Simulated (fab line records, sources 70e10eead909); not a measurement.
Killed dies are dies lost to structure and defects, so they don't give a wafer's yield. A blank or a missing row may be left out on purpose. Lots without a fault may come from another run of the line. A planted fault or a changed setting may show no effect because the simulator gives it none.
fab line records | flow nand_harc | part 1 of 2: steps 1 to 27 of 42
record lots=5 wafers=15 last_day=30
route steps=1302 shown P_STI@73 P_GATE@110
lots that met no fault: from a run of the same line without faults
start_h: hours from the record's first day to the start of the lot's first wafer shown | wait_h: hours since the lot's step before | " the same as in the row above | L1.1+2: a row that stands for several wafers | - no value, or no start given | * or withheld: withheld | < > ~ a bound
route shown NAME@n: a module of which the file shows steps, and the number in the route of the first | usual: mean/standard deviation of fault-free wafers | same: alike in all rows | chamber/n: place in a boat | sites: the reading at each site | _std_site: their standard deviation | _edge_site: outer sites' mean less inner sites' | radius_mm: how far each site lies from the wafer's centre | mask NAME#n: copy n | behind: the tool/chamber that last shaped the wafer | hold: why the lot was held/for how many hours/how that ended | device: the transistor (n, p or np) that didn't switch | end of line: the same wafers' tests at the end of the route | a step without rows: its recipe alone | killed: dies lost to structure and defects at the first sort, not the wafer's yield | map: a wafer's dies, x killed, . not, _ none there
set.NAME: the setting as run; set.NAME@STEP: as run at that earlier step | model.NAME: the simulator's own value behind a step, which no gauge read
lots at some steps of the route; a table a step, a row a wafer
services: from which hour (start_h, from the record's first day; less than 0 if before it) a tool's chamber was out of use, for how many hours, and why
## steps
# step NHARC_P_STI_HM_DEP_30
# recipe target_thk_a=800 temp_c=790 pressure_mtorr=300 time_s=873 material=Si3N4
# usual spike_tc_lower_C=790.8/0.94 zone_power_top_pct=26.3/2.7
# columns lot.wafer tool chamber start_h wait_h spike_tc_lower_C zone_power_top_pct
L080.1 lpcvd-02 1 98.13 3.5 788.8 27.5
L080.4 " 1 " " 789.0 27.5
L080.6 " 1 " " 790.3 27.3
L082.1 lpcvd-02 0 119.78 3.5 789.9 24.2
L082.3 " 0 " " 790.4 24.2
L082.6 " 0 " " 790.1 24.5
L087.1 lpcvd-02 1 167.90 3.5 790.3 26.9
L087.2 " 1 " " 791.5 27.6
L087.4 " 1 " " 789.2 27.6
L088.2 lpcvd-02 0 181.75 3.5 789.6 24.4
L088.4 " 0 " " 791.0 24.6
L088.5 " 0 " " 790.0 24.6
L090.1 lpcvd-01 0 201.17 5.2 791.6 22.9
L090.4 " 0 " " 791.8 22.8
L090.5 " 0 " " 790.6 22.8
# step NHARC_P_STI_DEHYDRATE_01
# recipe temp_c=150 time_s=120
# columns lot.wafer tool chamber start_h wait_h
L080.1+4+6 litho_track-02 0 101.73 0.4
L082.1+3+6 litho_track-03 0 123.40 0.4
L087.1+2+4 litho_track-02 0 171.52 0.4
L088.2+4+5 litho_track-03 0 185.41 0.4
L090.1+4+5 litho_track-02 0 204.77 0.4
# step NHARC_P_STI_HMDS_02
# recipe time_s=30
# columns lot.wafer tool chamber start_h wait_h
L080.1+4+6 litho_track-02 0 - -
L082.1+3+6 litho_track-03 0 - -
L087.1+2+4 litho_track-02 0 - -
L088.2+4+5 litho_track-03 0 - -
L090.1+4+5 litho_track-02 0 - -
# step NHARC_P_STI_COAT_41
# recipe temp_c=200 time_s=65
# columns lot.wafer tool chamber start_h wait_h
L080.1+4+6 litho_track-02 0 - -
L082.1+3+6 litho_track-03 0 - -
L087.1+2+4 litho_track-02 0 - -
L088.2+4+5 litho_track-03 0 - -
L090.1+4+5 litho_track-02 0 - -
# step NHARC_P_STI_COAT_03
# recipe spin_rpm=2000 resist_thk_nm=600
# usual dispense_pressure_kPa=46.8/2
# columns lot.wafer tool chamber start_h wait_h dispense_pressure_kPa
L080.1 litho_track-02 0 - - 44.9
L080.4 " 0 " " 44.9
L080.6 " 0 " " 45.0
L082.1 litho_track-03 0 - - 48.1
L082.3 " 0 " " 48.2
L082.6 " 0 " " 48.2
L087.1 litho_track-02 0 - - 44.9
L087.2 " 0 " " 44.9
L087.4 " 0 " " 44.9
L088.2 litho_track-03 0 - - 48.2
L088.4 " 0 " " 48.2
L088.5 " 0 " " 48.2
L090.1 litho_track-02 0 - - 44.9
L090.4 " 0 " " 44.9
L090.5 " 0 " " 45.0
# step NHARC_P_STI_SOFTBAKE_04
# recipe temp_c=125 time_s=70
# columns lot.wafer tool chamber start_h wait_h
L080.1+4+6 litho_track-02 0 - -
L082.1+3+6 litho_track-03 0 - -
L087.1+2+4 litho_track-02 0 - -
L088.2+4+5 litho_track-03 0 - -
L090.1+4+5 litho_track-02 0 - -
# step NHARC_P_STI_EBR_05
# columns lot.wafer tool chamber start_h wait_h
L080.1+4+6 litho_track-02 0 - -
L082.1+3+6 litho_track-03 0 - -
L087.1+2+4 litho_track-02 0 - -
L088.2+4+5 litho_track-03 0 - -
L090.1+4+5 litho_track-02 0 - -
# step NHARC_P_STI_EXPOSE_06
# recipe na=0.55 target_cd_nm=200 dose_mj=37.69 mask_id=P_STI
# usual exposure_dose_mJ_cm2=37.81/0.21
# columns lot.wafer tool chamber start_h wait_h mask exposure_dose_mJ_cm2
L080.1 krf_scanner-03 0 101.89 - P_STI#0 37.78
L080.4 " 0 " " P_STI#0 37.77
L080.6 " 0 " " P_STI#0 37.69
L082.1 krf_scanner-02 0 123.69 - P_STI#0 37.66
L082.3 " 0 " " P_STI#0 37.74
L082.6 " 0 " " P_STI#0 37.71
L087.1 krf_scanner-03 0 171.81 - P_STI#0 37.70
L087.2 " 0 " " P_STI#0 37.70
L087.4 " 0 " " P_STI#0 37.73
L088.2 krf_scanner-02 0 185.70 - P_STI#0 37.67
L088.4 " 0 " " P_STI#0 37.62
L088.5 " 0 " " P_STI#0 37.64
L090.1 krf_scanner-03 0 205.07 - P_STI#0 37.71
L090.4 " 0 " " P_STI#0 37.64
L090.5 " 0 " " P_STI#0 37.68
# step NHARC_P_STI_PEB_07
# recipe peb_temp_c=128 peb_time_s=80
# same peb_time_s=80
# columns lot.wafer tool chamber start_h wait_h
L080.1+4+6 litho_track-02 0 101.96 0.1
L082.1+3+6 litho_track-03 0 123.76 0.1
L087.1+2+4 litho_track-05 0 171.88 0.1
L088.2+4+5 litho_track-05 0 185.76 0.1
L090.1+4+5 litho_track-03 0 205.14 0.1
# step NHARC_P_STI_DEVELOP_08
# recipe time_s=50 dev_temp_c=22
# columns lot.wafer tool chamber start_h wait_h
L080.1+4+6 litho_track-02 0 - -
L082.1+3+6 litho_track-03 0 - -
L087.1+2+4 litho_track-05 0 - -
L088.2+4+5 litho_track-05 0 - -
L090.1+4+5 litho_track-03 0 - -
# step NHARC_P_STI_CD_MEAS_09
# recipe target_cd_nm=200 landing_energy_ev=500
# usual cd_nm=200.2/2.3
# columns lot.wafer tool chamber start_h wait_h cd_nm
L080.1 cd_sem-02 0 102.04 - 201.3
L080.4 " 0 " " 199.4
L080.6 " 0 " " 199.3
L082.1 cd_sem-03 0 123.84 - 201.1
L082.3 " 0 " " 199.9
L082.6 " 0 " " 203.3
L087.1 cd_sem-01 0 171.96 - 200.4
L087.2 " 0 " " 199.8
L087.4 " 0 " " 203.6
L088.2 cd_sem-01 0 185.85 - 203.8
L088.4 " 0 " " 203.5
L088.5 " 0 " " 203.7
L090.1 cd_sem-01 0 205.22 - 197.0
L090.4 " 0 " " 197.9
L090.5 " 0 " " 198.6
# step NHARC_P_STI_OVL_MEAS_10
# usual overlay_x_nm=-3/5.6 overlay_y_nm=1/5.4
# columns lot.wafer tool chamber start_h wait_h overlay_x_nm overlay_y_nm
L080.1 overlay-02 - 102.13 - -3 -7
L080.4 " - " " -3 -8
L080.6 " - " " -3 -8
L082.1 overlay-01 - 123.93 - -4 -2
L082.3 " - " " -4 -2
L082.6 " - " " -4 -3
L087.1 overlay-01 - 172.05 - 6 1
L087.2 " - " " 6 1
L087.4 " - " " 6 1
L088.2 overlay-02 - 185.94 - -12 1
L088.4 " - " " -11 1
L088.5 " - " " -11 1
L090.1 overlay-02 - 205.31 - 5 12
L090.4 " - " " 5 12
L090.5 " - " " 5 12
# step NHARC_P_STI_INSPECT_11
# usual raw_defect_count=6.0/2.9
# columns lot.wafer tool chamber start_h wait_h raw_defect_count
L080.1 defect_inspect-01 - 102.17 0.0 6
L080.4 " - " " 11
L080.6 " - " " 4
L082.1 defect_inspect-01 - 123.97 0.0 6
L082.3 " - " " 7
L082.6 " - " " 6
L087.1 defect_inspect-01 - 172.09 0.0 3
L087.2 " - " " 5
L087.4 " - " " 9
L088.2 defect_inspect-02 - 185.97 0.0 8
L088.4 " - " " 4
L088.5 " - " " 6
L090.1 defect_inspect-01 - 205.35 0.0 4
L090.4 " - " " 2
L090.5 " - " " 1
# step NHARC_P_STI_HARDBAKE_13
# recipe temp_c=118 time_s=65
# columns lot.wafer tool chamber start_h wait_h
L080.1+4+6 litho_track-02 0 102.23 0.1
L082.1+3+6 litho_track-02 0 124.02 0.1
L087.1+2+4 litho_track-03 0 172.14 0.1
L088.2+4+5 litho_track-05 0 186.03 0.1
L090.1+4+5 litho_track-03 0 205.41 0.1
# step NHARC_P_STI_DESCUM_14
# recipe time_s=3 o2_flow_sccm=200 ar_flow_sccm=0 bias_power_w=0 chemistry=O2
# usual drypump_motor_current_A=5.4/0.54 mfc_ar_sccm=0.002/0.0054 o2_flow_sccm=200.0/0.62 oes_product_au=0.995/0.0099 rf_vpp_V=57.9/0.94 showerhead_plenum_p_Torr=1.95/0.097 throttle_valve_pct=11.311/0.0089
# columns lot.wafer tool chamber start_h wait_h drypump_motor_current_A mfc_ar_sccm o2_flow_sccm oes_product_au rf_hours_counter_h rf_vpp_V showerhead_plenum_p_Torr throttle_valve_pct
L080.4 rie_diel-11 3 102.30 - 6.2 0.018 199.0 0.982 1 58.1 2.01 11.297
L080.1 " 0 " " 5.4 0 200.0 0.998 1 59.1 1.78 11.310
L080.6 " 0 " " 5.4 0 198.4 0.999 - 57.6 1.78 11.311
L082.3 rie_diel-08 3 124.10 - 5.7 0 199.7 0.993 6 58.1 1.99 11.299
L082.1 " 1 " " 4.9 0 199.4 0.992 6 57.7 2.07 11.314
L082.6 " 0 " " 4.8 0 199.6 1.002 - 57.2 1.80 11.313
L087.4 rie_diel-08 0 172.22 - 4.9 0 200.9 1.003 9 57.6 1.80 11.322
L087.2 " 1 " " 4.9 0 199.3 0.981 8 59.2 2.06 11.325
L087.1 " 3 " " 5.8 0 200.9 0.995 9 59.1 1.99 11.312
L088.4 rie_diel-11 3 186.11 - 6.2 0.018 199.5 0.998 9 58.1 2.01 11.308
L088.2 " 2 " " 6.3 0 200.3 0.980 9 58.2 2.00 11.308
L088.5 " 0 " " 5.4 0 200.2 0.996 - 57.1 1.78 11.297
L090.4 rie_diel-08 1 205.48 - 4.9 0 200.1 0.983 0 58.6 2.06 11.308
L090.1 " 2 " " 5.0 0 200.4 1.024 0 58.7 1.95 11.314
L090.5 " 1 " " 4.9 0 200.0 0.979 - 58.4 2.06 11.313
# step NHARC_P_STI_ETCH_42
# recipe target_depth_a=800 overetch_a=240 time_s=61 ion_energy_ev=200 n2_flow_sccm=150 h2_flow_sccm=150 ar_flow_sccm=0 rf_w=400 bias_w=150 chemistry=N2/H2
# usual drypump_motor_current_A=5.4/0.56 mfc_ar_sccm=0.002/0.0051 n2_flow_sccm=150.0/0.48 oes_product_au=0.995/0.0085 rf_vpp_V=432/3 showerhead_plenum_p_Torr=2.08/0.1 throttle_valve_pct=14.171/0.0098
# columns lot.wafer tool chamber start_h wait_h drypump_motor_current_A mfc_ar_sccm n2_flow_sccm oes_product_au rf_hours_counter_h rf_vpp_V showerhead_plenum_p_Torr throttle_valve_pct
L080.1 rie_diel-11 2 102.40 0.1 6.3 0 150.3 0.996 1 435 2.14 14.190
L080.4 " 3 " " 6.2 0.018 149.8 0.991 1 435 2.14 14.167
L080.6 " 0 " " 5.4 0 149.7 0.994 - 425 1.90 14.195
L082.1 rie_diel-08 3 124.19 0.1 5.8 0 149.4 1.002 6 433 2.12 14.159
L082.3 " 1 " " 4.9 0 149.6 0.994 6 435 2.21 14.164
L082.6 " 3 " " 5.8 0 150.1 0.992 - 432 2.12 14.148
L087.1 rie_diel-08 3 172.31 0.1 5.7 0 149.3 0.984 9 434 2.12 14.176
L087.4 " 0 " " 4.8 0 149.9 1.005 9 427 1.91 14.173
L087.2 " 1 " " 4.9 0 149.9 0.984 8 435 2.21 14.176
L088.2 rie_diel-11 1 186.19 0.1 5.0 0.000 150.1 0.993 9 434 2.20 14.164
L088.4 " 0 " " 5.4 0 150.2 0.995 9 426 1.89 14.187
L088.5 " 2 " " 6.3 0 150.4 0.991 - 433 2.14 14.182
L090.4 rie_diel-08 2 205.58 0.1 5.0 0 150.8 1.012 0 432 2.08 14.163
L090.1 " 3 " " 5.7 0 149.7 0.995 0 432 2.12 14.157
L090.5 " 0 " " 4.8 0 149.8 1.006 - 425 1.91 14.172
# step NHARC_P_STI_ETCH_31
# recipe target_depth_a=1089 time_s=54.5 cf4_flow_sccm=100 chf3_flow_sccm=30 ar_flow_sccm=0 rf_w=500 bias_w=200 chemistry=CF4/CHF3
# usual drypump_motor_current_A=5.4/0.55 mfc_ar_sccm=0.002/0.0054 oes_product_au=0.955/0.018 rf_vpp_V=371.6/2.5 showerhead_plenum_p_Torr=1.60/0.072 throttle_valve_pct=16.801/0.0098
# columns lot.wafer tool chamber start_h wait_h drypump_motor_current_A mfc_ar_sccm oes_product_au rf_hours_counter_h rf_vpp_V showerhead_plenum_p_Torr throttle_valve_pct
L080.1 rie_diel-11 0 - - 5.4 0 0.961 1 367.3 1.47 16.801
L080.4 " 1 " " 5.0 0.000 0.976 1 375.8 1.69 16.798
L080.6 " 3 " " 6.2 0.018 0.956 - 372.1 1.65 16.797
L082.1 rie_diel-08 0 - - 4.8 0 0.942 6 367.2 1.48 16.797
L082.3 " 2 " " 5.0 0 0.954 6 371.5 1.60 16.818
L082.6 " 0 " " 4.9 0 0.951 - 368.1 1.48 16.809
L087.4 rie_diel-08 0 - - 4.8 0 0.947 9 365.5 1.48 16.812
L087.1 " 2 " " 5.0 0 0.941 9 371.9 1.60 16.811
L087.2 " 3 " " 5.8 0 0.935 9 373.5 1.63 16.794
L088.2 rie_diel-11 3 - - 6.2 0.018 0.913 9 374.9 1.64 16.820
L088.4 " 0 " " 5.4 0 0.917 9 367.4 1.47 16.794
L088.5 " 0 " " 5.4 0 0.915 - 367.8 1.47 16.803
L090.4 rie_diel-08 0 - - 4.8 0 0.984 0 369.6 1.48 16.789
L090.1 " 1 " " 4.9 0 0.946 0 375.1 1.69 16.823
L090.5 " 3 " " 5.8 0 0.971 - 370.1 1.63 16.818
# step NHARC_P_STI_ETCH_15
# recipe target_depth_a=3000 taper_deg=4 time_s=100.1 hbr_flow_sccm=150 cl2_flow_sccm=50 rf_w=400 icp_w=400 bias_w=100 chemistry=HBr/Cl2
# usual drypump_motor_current_A=5.8/0.45 hbr_flow_sccm=150.0/0.48 oes_product_au=0.999/0.0075 throttle_valve_pct=26.406/0.0084
# columns lot.wafer tool chamber start_h wait_h drypump_motor_current_A hbr_flow_sccm oes_product_au rf_hours_counter_h throttle_valve_pct
L080.4 rie_si-04 1 102.59 - 5.5 150.3 1.009 0.71 26.404
L080.1 " 2 " " 5.8 149.9 1.007 0.68 26.406
L080.6 " 0 " " 6.2 149.9 0.992 - 26.419
L082.1 rie_si-04 3 124.39 - 5.1 150.2 0.988 0.87 26.407
L082.3 " 1 " " 5.5 149.7 0.988 0.91 26.400
L082.6 " 3 " " 5.1 150.7 0.998 - 26.402
L087.2 rie_si-05 2 172.51 - 6.5 150.0 0.995 0.18 26.400
L087.1 " 3 " " 5.2 150.1 0.994 0.27 26.422
L087.4 " 0 " " 6.0 149.8 0.993 0.29 26.415
L088.4 rie_si-05 2 186.41 - 6.5 150.5 0.990 0.35 26.398
L088.2 " 3 " " 5.3 150.1 1.002 0.35 26.407
L088.5 " 0 " " 6.0 149.7 1.006 - 26.400
L090.4 rie_si-01 2 205.77 - 6.1 150.0 0.992 0.03 26.387
L090.1 " 3 " " 6.4 149.5 0.999 0.03 26.414
L090.5 " 2 " " 6.1 150.8 0.991 - 26.407
# step NHARC_P_STI_CD_MEAS_16
# usual cd_nm=199.4/2.6
# columns lot.wafer tool chamber start_h wait_h cd_nm
L080.1 cd_sem-03 - 102.74 - 199.2
L080.4 " - " " 199.0
L080.6 " - " " 198.3
L082.1 cd_sem-02 - 124.54 - 200.6
L082.3 " - " " 200.2
L082.6 " - " " 203.5
L087.1 cd_sem-02 - 172.66 - 200.6
L087.2 " - " " 197.6
L087.4 " - " " 203.2
L088.2 cd_sem-01 - 186.54 - 202.1
L088.4 " - " " 202.9
L088.5 " - " " 200.9
L090.1 cd_sem-01 - 205.92 - 197.9
L090.4 " - " " 197.3
L090.5 " - " " 197.4
# step NHARC_P_STI_OCD_MEAS_17
# usual trench_depth_nm=300/3.1 trench_foot_cd_nm=158.3/2.4
# columns lot.wafer tool chamber start_h wait_h trench_depth_nm trench_foot_cd_nm
L080.1 ocd-01 - 102.83 0.1 301 159.7
L080.4 " - " " 302 157.2
L080.6 " - " " 297 158.0
L082.1 ocd-02 - 124.63 0.1 294 160.0
L082.3 " - " " 297 158.0
L082.6 " - " " 297 161.9
L087.1 ocd-02 - 172.74 0.1 302 158.4
L087.2 " - " " 298 158.6
L087.4 " - " " 299 162.1
L088.2 ocd-01 - 186.63 0.1 302 161.1
L088.4 " - " " 295 162.1
L088.5 " - " " 301 161.0
L090.1 ocd-01 - 206.01 0.1 301 155.4
L090.4 " - " " 298 155.6
L090.5 " - " " 299 157.1
# step NHARC_P_STI_STRIP_19
# recipe time_s=900 temp_c=130 chemistry=SPM
# columns lot.wafer tool chamber start_h wait_h
L080.1+6+4 wet_bench-07 3,4,5 102.91 0.1
L082.3+6+1 wet_bench-07 3,4,6 124.68 0.1
L087.2+4+1 wet_bench-05 3,4,7 172.81 0.1
L088.4+2+5 wet_bench-05 0,1,2 186.71 0.1
L090.1+5+4 wet_bench-07 3,4,5 206.06 0.1
# step NHARC_P_STI_PRECLEAN_32
# recipe time_s=* temp_c=50 bath_age_min=0 chemistry=SC1
# columns lot.wafer tool chamber start_h wait_h
L080.1+6+4 wet_bench-07 3,4,5 - -
L082.3+6+1 wet_bench-07 3,4,6 - -
L087.2+4+1 wet_bench-05 3,4,7 - -
L088.4+2+5 wet_bench-05 0,1,2 - -
L090.1+5+4 wet_bench-07 3,4,5 - -
# step NHARC_P_STI_SRD_23
# columns lot.wafer tool chamber start_h wait_h
L080.1+6+4 wet_bench-07 3,4,5 - -
L082.3+6+1 wet_bench-07 3,4,6 - -
L087.2+4+1 wet_bench-05 3,4,7 - -
L088.4+2+5 wet_bench-05 0,1,2 - -
L090.1+5+4 wet_bench-07 3,4,5 - -
# step NHARC_P_STI_OCD_MEAS_43
# usual trench_depth_nm=299.7/3 trench_foot_cd_nm=158.3/2.4
# columns lot.wafer tool chamber start_h wait_h trench_depth_nm trench_foot_cd_nm
L080.1 ocd-02 - 103.34 - 301.0 159.8
L080.4 " - " " 301.7 157.1
L080.6 " - " " 297.4 157.9
L082.1 ocd-02 - 125.16 - 294.0 160.0
L082.3 " - " " 297.3 157.8
L082.6 " - " " 297.8 161.7
L087.1 ocd-01 - 173.25 - 301.5 158.5
L087.2 " - " " 297.4 158.2
L087.4 " - " " 298.7 162.1
L088.2 ocd-02 - 187.14 - 301.9 161.3
L088.4 " - " " 295.7 162.4
L088.5 " - " " 301.2 161.7
L090.1 ocd-02 - 206.52 - 300.3 155.3
L090.4 " - " " 298.2 156.0
L090.5 " - " " 299.8 156.8
# step NHARC_P_STI_OXIDE_33
# recipe target_thk_a=100 temp_c=1000 ox_time_s=281 material=SiO2
# usual spike_tc_lower_C=999.6/1 zone_power_top_pct=40.8/2.7
# columns lot.wafer tool chamber start_h wait_h spike_tc_lower_C zone_power_top_pct
L080.1 furnace-05 0 107.50 4.2 998.4 43.1
L080.4 " 0 " " 999.8 42.9
L080.6 " 0 " " 999.2 42.7
L082.1 furnace-07 0 132.57 7.4 997.2 41.2
L082.3 " 0 " " 998.9 42.4
L082.6 " 0 " " 1000.4 42.1
L087.1 furnace-07 0 178.94 5.7 1000.7 42.8
L087.2 " 0 " " 999.7 42.1
L087.4 " 0 " " 999.2 42.5
L088.2 furnace-07 0 190.83 3.7 1002.1 42.3
L088.4 " 0 " " 999.4 42.6
L088.5 " 0 " " 1000.4 42.3
L090.1 furnace-05 0 209.52 3.0 999.7 42.5
L090.4 " 0 " " 998.9 42.9
L090.5 " 0 " " 1002.3 42.4
# step NHARC_P_STI_HDPCVD_20
# recipe target_thk_a=withheld sigma_open_frac=withheld material=SiO2
# columns lot.wafer tool chamber start_h wait_h
L080.1+4+6 hdpcvd-01 1,1,0 112.87 1.0
L082.1+3+6 hdpcvd-01 1,0,0 137.45 0.5
L087.1+2+4 hdpcvd-01 1,0,0 183.67 0.4
L088.2+4+5 hdpcvd-01 1,1,0 198.08 2.9
L090.1+4+5 hdpcvd-01 1,0,0 214.29 0.5
# step NHARC_P_STI_ANNEAL_34
# recipe temp_c=1000 time_s=1800
# usual spike_tc_lower_C=999.5/1.2 zone_power_top_pct=40.5/2.9
# columns lot.wafer tool chamber start_h wait_h spike_tc_lower_C zone_power_top_pct
L080.1 furnace-07 0 117.04 4.1 1002.4 41.4
L080.4 " 0 " " 1001.2 42.2
L080.6 " 0 " " 999.6 41.9
L082.1 furnace-07 0 145.07 7.5 999.3 42.3
L082.3 " 0 " " 998.0 42.2
L082.6 " 0 " " 1000.5 41.8
L087.1 furnace-05 0 189.57 5.8 1000.0 42.0
L087.2 " 0 " " 999.2 43.2
L087.4 " 0 " " 1000.8 42.0
L088.2 furnace-07 0 202.55 4.4 1000.7 42.6
L088.4 " 0 " " 999.7 42.1
L088.5 " 0 " " 1001.1 42.2
L090.1 furnace-04 0 219.26 4.9 998.2 35.7
L090.4 " 0 " " 998.5 35.7
L090.5 " 0 " " 996.6 36.2
